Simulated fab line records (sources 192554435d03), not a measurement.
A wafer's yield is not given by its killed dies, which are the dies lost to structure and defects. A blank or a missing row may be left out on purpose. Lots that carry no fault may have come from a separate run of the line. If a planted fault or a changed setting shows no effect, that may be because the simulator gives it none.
Which tool did it? / flow n5Finfet / Sampling: 24 lots, 72 wafers, 3 of 1938 route steps

== WHAT EACH GAUGE READ, for each wafer ==
N5_BEOL_M2_CD_MEAS_18: pitch 36 nm, target cd 18 nm.
lot=L074; measured=day 6 11:24; on=cdSem-02; cdNm (nm)=18.4 18.2 18.3
lot=L075; measured=day 6 20:17; on=cdSem-03; cdNm (nm)=17.4 18.0 17.7
lot=L076; measured=day 7 08:20; on=cdSem-02; cdNm (nm)=18.8 18.6 18.3
lot=L077; measured=day 7 14:31; on=cdSem-01; cdNm (nm)=18.0 17.6 18.2
lot=L078; measured=day 7 14:32; on=cdSem-02; cdNm (nm)=17.7 17.9 18.0
lot=L079; measured=day 7 21:29; on=cdSem-02; cdNm (nm)=18.1 18.8 18.0
lot=L080; measured=day 8 00:40; on=cdSem-02; cdNm (nm)=17.9 18.3 18.3
lot=L082; measured=day 8 10:16; on=cdSem-01; cdNm (nm)=18.2 17.9 18.1
lot=L081; measured=day 8 11:39; on=cdSem-03; cdNm (nm)=18.1 18.0 17.9
lot=L083; measured=day 8 15:39; on=cdSem-03; cdNm (nm)=17.9 18.6 18.3
lot=L084; measured=day 8 18:21; on=cdSem-01; cdNm (nm)=18.1 18.5 18.0
lot=L085; measured=day 9 03:43; on=cdSem-03; cdNm (nm)=17.9 17.9 18.3
lot=L087; measured=day 10 03:17; on=cdSem-02; cdNm (nm)=18.2 18.3 17.9
lot=L086; measured=day 10 04:16; on=cdSem-03; cdNm (nm)=18.7 18.7 18.3
lot=L088; measured=day 10 12:15; on=cdSem-02; cdNm (nm)=17.9 18.0 17.7
lot=L090; measured=day 10 12:28; on=cdSem-02; cdNm (nm)=17.8 18.4 17.7
lot=L089; measured=day 10 16:06; on=cdSem-02; cdNm (nm)=18.0 18.0 17.6
lot=L091; measured=day 10 22:37; on=cdSem-02; cdNm (nm)=18.4 18.1 17.9
lot=L092; measured=day 10 23:56; on=cdSem-03; cdNm (nm)=18.2 17.6 17.9
lot=L093; measured=day 11 04:48; on=cdSem-02; cdNm (nm)=18.6 18.0 18.0
lot=L094; measured=day 11 12:14; on=cdSem-02; cdNm (nm)=17.6 17.4 17.9
lot=L095; measured=day 11 22:43; on=cdSem-03; cdNm (nm)=18.5 17.7 18.3
lot=L096; measured=day 12 01:55; on=cdSem-02; cdNm (nm)=18.0 17.9 18.5
lot=L097; measured=day 12 08:06; on=cdSem-01; cdNm (nm)=18.1 18.3 18.5

N5_BEOL_M2_CD_MEAS_35: target cd 18 nm, target cd y 22.2 nm.
lot=L074; measured=day 6 13:24; on=cdSem-02; cdNm (nm)=18.07 17.97 17.84
lot=L075; measured=day 7 01:14; on=cdSem-01; cdNm (nm)=17.86 17.76 17.44
lot=L076; measured=day 7 13:40; on=cdSem-03; cdNm (nm)=18.59 18.48 18.52
lot=L077; measured=day 7 19:29; on=cdSem-03; cdNm (nm)=17.80 18.08 18.20
lot=L078; measured=day 7 19:35; on=cdSem-02; cdNm (nm)=17.66 18.11 18.27
lot=L079; measured=day 8 00:01; on=cdSem-02; cdNm (nm)=18.00 18.04 18.20
lot=L080; measured=day 8 03:05; on=cdSem-02; cdNm (nm)=18.26 18.10 17.94
lot=L082; measured=day 8 13:10; on=cdSem-03; cdNm (nm)=18.03 17.96 18.14
lot=L081; measured=day 8 17:10; on=cdSem-01; cdNm (nm)=17.67 17.95 17.97
lot=L083; measured=day 8 17:31; on=cdSem-01; cdNm (nm)=17.68 18.18 18.07
lot=L084; measured=day 8 23:48; on=cdSem-03; cdNm (nm)=18.64 18.17 18.27
lot=L085; measured=day 9 10:59; on=cdSem-01; cdNm (nm)=17.77 17.89 18.18
lot=L087; measured=day 10 05:10; on=cdSem-03; cdNm (nm)=18.37 18.68 18.24
lot=L086; measured=day 10 05:53; on=cdSem-03; cdNm (nm)=17.93 18.28 18.48
lot=L088; measured=day 10 18:37; on=cdSem-03; cdNm (nm)=17.67 17.56 17.38
lot=L090; measured=day 10 18:37; on=cdSem-01; cdNm (nm)=17.69 17.82 18.20
lot=L089; measured=day 10 22:18; on=cdSem-03; cdNm (nm)=18.12 17.90 18.28
lot=L091; measured=day 11 00:46; on=cdSem-01; cdNm (nm)=18.14 18.47 17.91
lot=L092; measured=day 11 10:20; on=cdSem-03; cdNm (nm)=18.01 17.77 17.85
lot=L093; measured=day 11 07:15; on=cdSem-02; cdNm (nm)=18.26 18.31 18.07
lot=L094; measured=day 11 17:13; on=cdSem-03; cdNm (nm)=17.39 17.91 17.58
lot=L095; measured=day 12 04:01; on=cdSem-02; cdNm (nm)=18.15 17.94 18.11
lot=L096; measured=day 12 06:43; on=cdSem-03; cdNm (nm)=17.83 17.97 18.52
lot=L097; measured=day 12 13:07; on=cdSem-01; cdNm (nm)=17.79 18.05 18.06

== WHAT TOOL EACH LOT RAN ON (gives the tool, then ch and the chambers of the sampled wafers, and finally the start) ==
lot=L074; N5_BEOL_M2_TRENCH_ETCH_37=rieDiel-05 ch 0,1,2, day 6 13:24 or earlier
lot=L075; N5_BEOL_M2_TRENCH_ETCH_37=rieDiel-01 ch 0,2,3, day 7 01:14 or earlier
lot=L076; N5_BEOL_M2_TRENCH_ETCH_37=rieDiel-02 ch 1,2,3, day 7 13:40 or earlier
lot=L077; N5_BEOL_M2_TRENCH_ETCH_37=rieDiel-01 ch 1,3, day 7 19:29 or earlier
lot=L078; N5_BEOL_M2_TRENCH_ETCH_37=rieDiel-05 ch 0,3, day 7 19:35 or earlier
lot=L079; N5_BEOL_M2_TRENCH_ETCH_37=rieDiel-01 ch 1,2,3, day 8 00:01 or earlier
lot=L080; N5_BEOL_M2_TRENCH_ETCH_37=rieDiel-01 ch 1,2,3, day 8 03:05 or earlier
lot=L082; N5_BEOL_M2_TRENCH_ETCH_37=rieDiel-02 ch 1,2,3, day 8 13:10 or earlier
lot=L081; N5_BEOL_M2_TRENCH_ETCH_37=rieDiel-01 ch 1,2,3, day 8 17:10 or earlier
lot=L083; N5_BEOL_M2_TRENCH_ETCH_37=rieDiel-01 ch 0,1,3, day 8 17:31 or earlier
lot=L084; N5_BEOL_M2_TRENCH_ETCH_37=rieDiel-05 ch 0,1,3, day 8 23:48 or earlier
lot=L085; N5_BEOL_M2_TRENCH_ETCH_37=rieDiel-02 ch 1,3, day 9 10:59 or earlier
lot=L087; N5_BEOL_M2_TRENCH_ETCH_37=rieDiel-05 ch 0,1,3, day 10 05:10 or earlier
lot=L086; N5_BEOL_M2_TRENCH_ETCH_37=rieDiel-01 ch 0,1,3, day 10 05:53 or earlier
lot=L088; N5_BEOL_M2_TRENCH_ETCH_37=rieDiel-01 ch 0,2,3, day 10 18:37 or earlier
lot=L090; N5_BEOL_M2_TRENCH_ETCH_37=rieDiel-05 ch 0,2, day 10 18:37 or earlier
lot=L089; N5_BEOL_M2_TRENCH_ETCH_37=rieDiel-02 ch 0,2, day 10 22:18 or earlier
lot=L091; N5_BEOL_M2_TRENCH_ETCH_37=rieDiel-02 ch 0,1,2, day 11 00:46 or earlier
lot=L092; N5_BEOL_M2_TRENCH_ETCH_37=rieDiel-02 ch 0,3, day 11 10:20 or earlier
lot=L093; N5_BEOL_M2_TRENCH_ETCH_37=rieDiel-01 ch 0,1,2, day 11 07:15 or earlier
lot=L094; N5_BEOL_M2_TRENCH_ETCH_37=rieDiel-05 ch 1,2, day 11 17:13 or earlier
lot=L095; N5_BEOL_M2_TRENCH_ETCH_37=rieDiel-02 ch 0,2,3, day 12 04:01 or earlier
lot=L096; N5_BEOL_M2_TRENCH_ETCH_37=rieDiel-01 ch 1,2,3, day 12 06:43 or earlier
lot=L097; N5_BEOL_M2_TRENCH_ETCH_37=rieDiel-01 ch 0,1,3, day 12 13:07 or earlier
- N5_BEOL_M2_TRENCH_ETCH_37: etches SiOC in C4F6/O2, target depth 55.555 nm, time 29.2 s.

== AS READ BY THE TOOLS THEMSELVES (means over the sampled wafers that have a number; for cases with no such wafer, the mark the record gives instead) ==
N5_BEOL_M2_TRENCH_ETCH_37.
lot=L074; tool=rieDiel-05; drypumpMotorCurrentA (A)=6.4; oes_ar_750_au (a.u.)=0.82; oesProductAu (a.u.)=0.82; rfVppV (V)=662; showerheadPlenumPTorr (Torr)=2.88; throttleValvePct (%)=20.92
lot=L075; tool=rieDiel-01; drypumpMotorCurrentA (A)=5.8; oes_ar_750_au (a.u.)=0.85; oesProductAu (a.u.)=0.83; rfVppV (V)=659; showerheadPlenumPTorr (Torr)=2.84; throttleValvePct (%)=20.91
lot=L076; tool=rieDiel-02; drypumpMotorCurrentA (A)=5.4; oes_ar_750_au (a.u.)=0.81; oesProductAu (a.u.)=0.81; rfVppV (V)=663; showerheadPlenumPTorr (Torr)=2.83; throttleValvePct (%)=20.82
lot=L077; tool=rieDiel-01; drypumpMotorCurrentA (A)=5.8; oes_ar_750_au (a.u.)=0.83; oesProductAu (a.u.)=0.84; rfVppV (V)=666; showerheadPlenumPTorr (Torr)=2.88; throttleValvePct (%)=21.13
lot=L078; tool=rieDiel-05; drypumpMotorCurrentA (A)=6.2; oes_ar_750_au (a.u.)=0.93; oesProductAu (a.u.)=0.94; rfVppV (V)=672; showerheadPlenumPTorr (Torr)=3.01; throttleValvePct (%)=20.84
lot=L079; tool=rieDiel-01; drypumpMotorCurrentA (A)=6.1; oes_ar_750_au (a.u.)=0.80; oesProductAu (a.u.)=0.80; rfVppV (V)=664; showerheadPlenumPTorr (Torr)=2.87; throttleValvePct (%)=21.08
lot=L080; tool=rieDiel-01; drypumpMotorCurrentA (A)=6.1; oes_ar_750_au (a.u.)=0.80; oesProductAu (a.u.)=0.79; rfVppV (V)=664; showerheadPlenumPTorr (Torr)=2.87; throttleValvePct (%)=21.08
lot=L082; tool=rieDiel-02; drypumpMotorCurrentA (A)=5.4; oes_ar_750_au (a.u.)=0.78; oesProductAu (a.u.)=0.79; rfVppV (V)=663; showerheadPlenumPTorr (Torr)=2.82; throttleValvePct (%)=20.84
lot=L081; tool=rieDiel-01; drypumpMotorCurrentA (A)=6.1; oes_ar_750_au (a.u.)=0.79; oesProductAu (a.u.)=0.79; rfVppV (V)=664; showerheadPlenumPTorr (Torr)=2.87; throttleValvePct (%)=21.09
lot=L083; tool=rieDiel-01; drypumpMotorCurrentA (A)=5.5; oes_ar_750_au (a.u.)=0.85; oesProductAu (a.u.)=0.85; rfVppV (V)=662; showerheadPlenumPTorr (Torr)=2.85; throttleValvePct (%)=20.99
lot=L084; tool=rieDiel-05; drypumpMotorCurrentA (A)=6.4; oes_ar_750_au (a.u.)=0.82; oesProductAu (a.u.)=0.82; rfVppV (V)=665; showerheadPlenumPTorr (Torr)=2.91; throttleValvePct (%)=20.87
lot=L085; tool=rieDiel-02; drypumpMotorCurrentA (A)=5.6; oes_ar_750_au (a.u.)=0.73; oesProductAu (a.u.)=0.72; rfVppV (V)=666; showerheadPlenumPTorr (Torr)=2.87; throttleValvePct (%)=20.96
lot=L087; tool=rieDiel-05; drypumpMotorCurrentA (A)=6.4; oes_ar_750_au (a.u.)=0.81; oesProductAu (a.u.)=0.80; rfVppV (V)=665; showerheadPlenumPTorr (Torr)=2.90; throttleValvePct (%)=20.90
lot=L086; tool=rieDiel-01; drypumpMotorCurrentA (A)=5.5; oes_ar_750_au (a.u.)=0.84; oesProductAu (a.u.)=0.83; rfVppV (V)=662; showerheadPlenumPTorr (Torr)=2.84; throttleValvePct (%)=21.01
lot=L088; tool=rieDiel-01; drypumpMotorCurrentA (A)=5.8; oes_ar_750_au (a.u.)=0.80; oesProductAu (a.u.)=0.78; rfVppV (V)=659; showerheadPlenumPTorr (Torr)=2.83; throttleValvePct (%)=20.96
lot=L090; tool=rieDiel-05; drypumpMotorCurrentA (A)=6.3; oes_ar_750_au (a.u.)=0.81; oesProductAu (a.u.)=0.80; rfVppV (V)=668; showerheadPlenumPTorr (Torr)=2.96; throttleValvePct (%)=20.94
lot=L089; tool=rieDiel-02; drypumpMotorCurrentA (A)=5.7; oes_ar_750_au (a.u.)=0.92; oesProductAu (a.u.)=0.92; rfVppV (V)=662; showerheadPlenumPTorr (Torr)=2.94; throttleValvePct (%)=20.57
lot=L091; tool=rieDiel-02; drypumpMotorCurrentA (A)=5.5; oes_ar_750_au (a.u.)=0.84; oesProductAu (a.u.)=0.84; rfVppV (V)=663; showerheadPlenumPTorr (Torr)=2.84; throttleValvePct (%)=20.71
lot=L092; tool=rieDiel-02; drypumpMotorCurrentA (A)=5.8; oes_ar_750_au (a.u.)=0.79; oesProductAu (a.u.)=0.79; rfVppV (V)=664; showerheadPlenumPTorr (Torr)=2.96; throttleValvePct (%)=20.84
lot=L093; tool=rieDiel-01; drypumpMotorCurrentA (A)=6.0; oes_ar_750_au (a.u.)=0.83; oesProductAu (a.u.)=0.82; rfVppV (V)=660; showerheadPlenumPTorr (Torr)=2.84; throttleValvePct (%)=20.95
lot=L094; tool=rieDiel-05; drypumpMotorCurrentA (A)=6.1; oes_ar_750_au (a.u.)=0.79; oesProductAu (a.u.)=0.78; rfVppV (V)=661; showerheadPlenumPTorr (Torr)=2.83; throttleValvePct (%)=21.07
lot=L095; tool=rieDiel-02; drypumpMotorCurrentA (A)=5.6; oes_ar_750_au (a.u.)=0.83; oesProductAu (a.u.)=0.84; rfVppV (V)=662; showerheadPlenumPTorr (Torr)=2.91; throttleValvePct (%)=20.75
lot=L096; tool=rieDiel-01; drypumpMotorCurrentA (A)=6.1; oes_ar_750_au (a.u.)=0.77; oesProductAu (a.u.)=0.75; rfVppV (V)=663; showerheadPlenumPTorr (Torr)=2.85; throttleValvePct (%)=21.13
lot=L097; tool=rieDiel-01; drypumpMotorCurrentA (A)=5.5; oes_ar_750_au (a.u.)=0.81; oesProductAu (a.u.)=0.81; rfVppV (V)=662; showerheadPlenumPTorr (Torr)=2.83; throttleValvePct (%)=21.04

== THE ANSWER, worked out from the rows above alone ==
Rule: the usual values come from the lots themselves. Put in order of their means at a reading, lots are off if they are a third of the lots or fewer, leave a main group of 4 or more, and stand apart from it by a gap of 3 or more times the standard deviation of the main group's means; of several such gaps the widest counts. A main group is skipped when, at the precision printed for the reading in the tables above, its means are all equal. A lot without any number at a reading at which 4 lots or more have one is off too. Where the step has rows for the other lots, those lots are counted as sound. Order of review: gauges by route order, followed by the tools' own readings, for which a lot's mean as printed above is used. At the first step where some lot is off, the reading lying furthest off is the one used; lots without a number count as furthest.
No lot is off on any of the readings shown, so nothing can be concluded from this.

== WHAT WAS PUT IN BY THE SIMULATOR ==
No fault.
